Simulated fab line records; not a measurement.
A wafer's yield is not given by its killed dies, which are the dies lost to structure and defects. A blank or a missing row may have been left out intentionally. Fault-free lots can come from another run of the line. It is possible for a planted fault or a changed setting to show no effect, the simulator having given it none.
Which of the tools did it? ; flow nandHarc ; 24 lots with 72 wafers sampled at 4 steps, on a route of 1302 steps

## WHAT THE GAUGES READ, wafer by wafer
NHARC_A_SGD_CUT_THK_MEAS_22: measures by ellipsometry.
lot;measured;on;thkNm (nm)
L074;day 19 11:41;filmMetro-01;149.3 150.3 150.4
L075;day 20 00:25;filmMetro-01;148.0 148.0 148.3
L078;day 20 09:10;filmMetro-01;148.9 148.2 148.2
L076;day 20 09:10;filmMetro-01;147.3 149.2 147.6
L077;day 20 09:11;filmMetro-02;150.4 148.6 148.0
L079;day 21 03:29;filmMetro-01;146.0 148.8 147.5
L080;day 21 03:29;filmMetro-02;145.3 149.5 145.6
L082;day 22 13:58;filmMetro-01;147.4 149.7 150.1
L081;day 22 13:59;filmMetro-02;149.5 148.4 150.6
L083;day 23 15:14;filmMetro-01;149.4 148.1 148.3
L084;day 23 15:14;filmMetro-02;147.5 148.3 147.7
L085;day 24 12:09;filmMetro-02;148.0 149.0 150.1
L086;day 24 12:09;filmMetro-01;149.6 147.1 149.2
L088;day 25 18:12;filmMetro-02;148.0 145.9 151.0
L087;day 25 18:13;filmMetro-02;146.4 149.7 147.7
L089;day 26 04:27;filmMetro-02;146.9 146.6 147.4
L090;day 26 10:12;filmMetro-02;150.7 149.3 150.6
L092;day 26 22:47;filmMetro-01;147.7 149.7 149.9
L091;day 26 22:47;filmMetro-02;149.7 146.7 149.3
L093;day 26 22:52;filmMetro-01;145.2 145.0 148.2
L094;day 28 07:10;filmMetro-02;148.9 149.8 147.0
L095;day 28 16:22;filmMetro-01;148.7 148.8 149.8
L096;day 29 02:23;filmMetro-02;150.1 148.1 149.1
L097;day 29 02:23;filmMetro-01;148.6 146.8 150.6

NHARC_A_WL_FILL_INSPECT_15.
lot;measured;on;rawDefectCount
L074;day 21 04:08;defectInspect-01;343 482 383
L075;day 21 13:49;defectInspect-02;591 327 287
L078;day 22 04:46;defectInspect-01;402 837 556
L076;day 22 04:53;defectInspect-02;508 377 540
L077;day 22 04:45;defectInspect-02;388 547 346
L079;day 22 17:28;defectInspect-01;433 405 491
L080;day 22 17:28;defectInspect-02;739 390 413
L082;day 24 02:13;defectInspect-01;437 539 492
L081;day 24 06:14;defectInspect-02;675 474 600
L083;day 25 07:16;defectInspect-02;359 515 517
L084;day 25 07:17;defectInspect-01;493 648 526
L085;day 26 02:00;defectInspect-02;256 227 271
L086;day 26 01:52;defectInspect-02;461 495 455
L088;day 27 09:12;defectInspect-01;376 353 466
L087;day 27 09:21;defectInspect-02;419 370 359
L089;day 27 19:06;defectInspect-02;378 385 459
L090;day 27 22:38;defectInspect-01;477 518 710
L092;day 28 13:40;defectInspect-02;561 510 437
L091;day 28 13:31;defectInspect-02;459 434 551
L093;day 28 13:32;defectInspect-01;543 720 672
L094;day 30 00:05;defectInspect-02;419 440 483
L095;day 30 10:19;defectInspect-01;374 438 594
L096;day 31 12:07;defectInspect-01;302 261 272
L097;day 30 21:13;defectInspect-02;599 690 577

NHARC_A_CONTACT_INSPECT_44.
lot;measured;on;rawDefectCount
L074;day 21 14:19;defectInspect-02;24 17 15
L075;day 21 19:37;defectInspect-01;138 96 95
L078;day 22 10:53;defectInspect-01;15 14 18
L076;day 22 12:21;defectInspect-01;71 75 65
L077;day 22 10:29;defectInspect-02;121 97 109
L079;day 23 03:18;defectInspect-02;108 95 113
L080;day 23 03:00;defectInspect-01;77 68 77
L082;day 24 08:33;defectInspect-01;98 110 122
L081;day 24 14:23;defectInspect-02;116 124 120
L083;day 25 13:01;defectInspect-01;129 127 114
L084;day 25 13:13;defectInspect-02;14 19 21
L085;day 26 09:02;defectInspect-02;29 20 31
L086;day 26 08:18;defectInspect-02;132 136 148
L088;day 27 15:01;defectInspect-01;111 105 116
L087;day 27 15:13;defectInspect-02;70 60 73
L089;day 28 00:58;defectInspect-01;110 102 91
L090;day 28 05:49;defectInspect-02;112 113 123
L092;day 28 23:28;defectInspect-01;64 75 67
L091;day 28 19:17;defectInspect-02;97 104 110
L093;day 28 19:52;defectInspect-02;65 79 61
L094;day 30 05:47;defectInspect-01;108 123 120
L095;day 30 16:26;defectInspect-02;102 79 96
L096;day 31 17:54;defectInspect-01;15 17 12
L097;day 31 02:55;defectInspect-01;110 123 96

## WHAT TOOL EACH LOT RAN ON (gives the tool, then ch and the chambers of the sampled wafers, and finally the start)
lot;NHARC_A_WL_FILL_ETCHBACK_04
L074;rieMetal-02 ch 0,1, day 20 11:07
L075;rieMetal-02 ch 0,1, day 20 21:16
L078;rieMetal-03 ch 0,1, day 21 09:27
L076;rieMetal-02 ch 0,1, day 21 12:53
L077;rieMetal-01 ch 0,1, day 21 12:50
L079;rieMetal-02 ch 0,1, day 22 00:26
L080;rieMetal-01 ch 0,1, day 22 00:19
L082;rieMetal-03 ch 0,1, day 23 09:49
L081;rieMetal-01 ch 1, day 23 13:10
L083;rieMetal-01 ch 0,1, day 24 11:05
L084;rieMetal-02 ch 0,1, day 24 11:07
L085;rieMetal-01 ch 0, day 25 08:10
L086;rieMetal-02 ch 0,1, day 25 07:49
L088;rieMetal-02 ch 0,1, day 26 16:23
L087;rieMetal-01 ch 1, day 26 16:25
L089;rieMetal-01 ch 0,1, day 27 01:17
L090;rieMetal-02 ch 0,1, day 27 06:11
L092;rieMetal-02 ch 0,1, day 27 19:17
L091;rieMetal-03 ch 0,1, day 27 19:36
L093;rieMetal-01 ch 0,1, day 27 23:11
L094;rieMetal-02 ch 0,1, day 29 07:09
L095;rieMetal-01 ch 1, day 29 17:26
L096;rieMetal-03 ch 0,1, day 30 15:10
L097;rieMetal-02 ch 0,1, day 30 01:53
- NHARC_A_WL_FILL_ETCHBACK_04: etches the open film in NF3, target depth 60 nm, time 120 s.

## WHAT THE TOOLS THEMSELVES READ (means of the sampled wafers that have a number; where no wafer has one, the mark that the record gives instead)
NHARC_A_WL_FILL_ETCHBACK_04.
lot;tool;drypumpMotorCurrentA (A);oesProductAu (a.u.)
L074;rieMetal-02;5.63;1.005
L075;rieMetal-02;5.62;1.002
L078;rieMetal-03;5.40;0.988
L076;rieMetal-02;5.62;1.010
L077;rieMetal-01;5.55;1.003
L079;rieMetal-02;5.60;1.009
L080;rieMetal-01;5.55;1.002
L082;rieMetal-03;5.60;0.986
L081;rieMetal-01;5.35;1.001
L083;rieMetal-01;5.55;1.002
L084;rieMetal-02;5.59;1.010
L085;rieMetal-01;5.95;1.002
L086;rieMetal-02;5.58;1.002
L088;rieMetal-02;5.62;1.002
L087;rieMetal-01;5.36;0.986
L089;rieMetal-01;5.74;0.989
L090;rieMetal-02;5.59;1.014
L092;rieMetal-02;5.60;0.999
L091;rieMetal-03;5.59;0.992
L093;rieMetal-01;5.54;0.995
L094;rieMetal-02;5.60;0.995
L095;rieMetal-01;5.35;0.987
L096;rieMetal-03;5.59;1.003
L097;rieMetal-02;5.60;0.991

## THE ANSWER, worked out from the rows above alone
Rule: the usual values come from the lots themselves. Put in order of their means at a reading, lots are off if they are a third of the lots or fewer, leave a main group of 4 or more, and stand apart from it by a gap of 3 or more times the standard deviation of the main group's means; of several such gaps the widest counts. If all means in a main group match to the digits the tables above print for the reading, that group is not used. Also off: a lot with no number at a reading for which 4 or more lots have one. Where the step has rows for the other lots, those lots are counted as sound. The gauges are gone through in route order, then the tools' own readings, and for those a lot's mean is taken as printed above. The first step at which some lot is off is used, and at that step the reading that is off furthest; a lot without a number counts as furthest.
None of the lots is off at any reading shown; this tells nothing.

## WHAT WAS PUT IN BY THE SIMULATOR
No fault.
